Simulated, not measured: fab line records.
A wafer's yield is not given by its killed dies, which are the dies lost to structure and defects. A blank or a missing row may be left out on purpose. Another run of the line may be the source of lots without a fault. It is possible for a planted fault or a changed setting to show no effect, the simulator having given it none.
Struck lot and sound lot, side by side	flow n5_finfet	23 steps out of a route of 1938
Sound: the wafers L196.2, L196.3, L196.4. Wafers struck: L200.1, L200.4, L200.5. The cause is given at the end.
Each step with rows lists, per side, the tool, then ch with its chambers, then its first start. Under that, the readings that differ: sound wafers	struck wafers	difference of the means	sigmas: that difference in standard deviations of wafers without a fault.
alike: readings with means less than 2 such deviations apart, plus words and numbers identical on both sides. not compared: withheld readings, readings lacking a value on some wafer, bounds such as >300 that could conceal the same value, and numbers that have no deviation in the record and whose values overlap.
A row with sigmas, a row that says differs or no value, or rows on one side alone: a step with any of these is where the two part. Non-overlapping numbers with no deviation appear without sigmas and do not part them. A reading that every wafer of one side lacks parts them only if that side has two wafers or more.

first, 11 steps without rows for these wafers: N5_BEOL_M8_ETCH_62 (etches SOC in N2/H2, target depth 110 nm, overetch 22 nm, time 165 s); N5_BEOL_M8_STRIP_68 (strips in N2/H2); N5_BEOL_M8_STRIP_67 (strips in CF4); N5_BEOL_M8_HM_OPEN_17 (chemistry Cl2/BCl3, target TiN, target depth 20 nm, overetch 6 nm); N5_BEOL_M8_STRIP_19 (strips in O2); N5_BEOL_M8_COAT_63 (time 60 s, resist thk 60 nm); N5_BEOL_M8_COAT_64 (time 60 s, resist thk 12 nm); N5_BEOL_M8_COAT_71 (time 60 s, resist thk 5 nm); N5_BEOL_M8_COAT_22 (resist thk 30 nm); N5_BEOL_M8_EBR_24; N5_BEOL_M8_SOFTBAKE_23 (time 60 s).
N5_BEOL_M8_EXPOSE_25: exposes mask V7, target cd 40 nm.
  sound on euv_scanner-01 ch 0, day 10 11:31; struck on euv_scanner-01 ch 0, day 11 00:17
reading	sound	struck	difference	sigmas
exposure_dose_mJ_cm2	42.48 42.43 42.50	41.79 41.82 41.91	-0.63	-11
  alike: mask, stage_msd_nm
then, 2 steps without rows for these wafers: N5_BEOL_M8_PEB_26 (peb time 60 s); N5_BEOL_M8_DEVELOP_27 (develop time 30 s).
N5_BEOL_M8_DESCUM_33: chemistry O2, time 7 s.
  sound on rie_diel-06 ch 0,2,3, day 10 11:46; struck on rie_diel-06 ch 0,3, day 11 00:32
  alike: drypump_motor_current_A, o2_flow_sccm, oes_product_au, rf_vpp_V, showerhead_plenum_p_Torr, throttle_valve_pct, model.BEOL_M8.cd_nm
  not compared: rf_hours_counter_h
then, 5 steps without rows for these wafers: N5_BEOL_M8_ETCH_72 (etches underlayer in N2/H2, target depth 6.5 nm, time 5.2 s); N5_BEOL_M8_ETCH_65 (etches SiARC in CF4, target depth 15.6 nm, time 26 s); N5_BEOL_M8_ETCH_66 (etches SOC in N2/H2, target depth 80 nm, overetch 16 nm, time 120 s); N5_BEOL_M8_STRIP_69 (strips in N2/H2); N5_BEOL_M8_STRIP_73 (strips in N2/H2).
N5_BEOL_M8_VIA_ETCH_34: etches SiCOH lowk in C4F6/O2, target depth 125.5 nm, time 50.5 s.
  sound on rie_diel-06 ch 0,2,3, day 10 11:58; struck on rie_diel-06 ch 0,3, day 11 00:43
  alike: drypump_motor_current_A, oes_product_au, rf_vpp_V, showerhead_plenum_p_Torr, throttle_valve_pct
  not compared: rf_hours_counter_h, model.BEOL_M8.cd_nm
then, 1 step without rows for these wafers: N5_BEOL_M8_STRIP_76 (strips in C4F6/O2).
-- the record jumps here: 3 days lie between the struck wafers' starts before and after (it left off in module BEOL_M8 and takes up again in module PASSIVATION, whose first step shown is number 1936 of the route) --
N5_PASSIVATION_PROBE_49:
  sound on prober-02 at day 13 03:35; struck on prober-02 at day 13 20:41
reading	sound	struck	difference	sigmas
sort_bin_8_speed (%)	0 0 0	0 0.34 0	+0	+7
  alike: defect_limited_yield, killed_at_M0_to_M3, killed_at_M4_up, killed_at_contacts, killed_at_front_end, killed_at_other, killed_dies, killed_open, killed_short, sort_bin_5_function, sort_bin_6_memory, sort_n_pass, sort_yield_pct

## WHERE THEY PART
Earliest at N5_BEOL_M8_EXPOSE_25; latest, in this record, at N5_PASSIVATION_PROBE_49.

WHY: whatever the simulator had introduced
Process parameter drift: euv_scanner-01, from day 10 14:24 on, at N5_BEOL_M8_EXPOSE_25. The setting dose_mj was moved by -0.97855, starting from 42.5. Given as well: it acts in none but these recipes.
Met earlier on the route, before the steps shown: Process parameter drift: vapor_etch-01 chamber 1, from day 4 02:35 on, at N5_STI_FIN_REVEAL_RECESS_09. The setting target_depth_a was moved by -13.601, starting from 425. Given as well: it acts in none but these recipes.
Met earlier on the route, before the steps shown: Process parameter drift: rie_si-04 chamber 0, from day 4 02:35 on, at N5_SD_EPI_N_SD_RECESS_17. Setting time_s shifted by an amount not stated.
